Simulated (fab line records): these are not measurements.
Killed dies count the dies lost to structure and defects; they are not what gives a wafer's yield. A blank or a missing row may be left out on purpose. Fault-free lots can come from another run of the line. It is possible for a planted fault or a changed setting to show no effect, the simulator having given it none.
Chamber matching ; flow n5Finfet ; 4 sister chambers for N5_BEOL_M9_ETCH_65 on rieDiel-03
The step etches SiARC in CF4, target depth 15.6 nm, time 26 s. 4 wafers are shown with their chamber, then 7 later ones without.

## EACH WAFER AND ITS CHAMBER
wafer;chamber;drypumpMotorCurrentA (A)
L084.6;2;5.3
L090.6;1;5.4
L089.1;3;6.3
L089.5;0;5.1

## WAFERS MISSING THEIR CHAMBER
wafer;drypumpMotorCurrentA (A)
L089.6;5.4
L088.1;5.4
L088.4;5.4
L088.5;6.3
L091.1;5.4
L091.2;6.4
L091.4;5.4

## CHAMBER TAKEN BY EACH
wafer;from the rows above;in truth
L089.6;1;1
L088.1;1;1
L088.4;1;1
L088.5;3;3
L091.1;1;1
L091.2;3;3
L091.4;1;1
Correctly placed: 7 of 7. Can't be placed from these rows: 0. Placed wrongly: 0.
How it was worked out, from the rows above alone: a wafer's distance from a chamber is the root of the sum, over the readings, of the square of ((its reading less the chamber's mean) divided by the reading's scatter). If the next closest chamber is less than 2 further off than the closest, the wafer can't be placed; otherwise it belongs to the closest. A chamber's mean is the mean of its shown wafers. The scatter: root of mean squared gap, hidden wafer to nearest shown wafer, with one shown wafer a chamber.
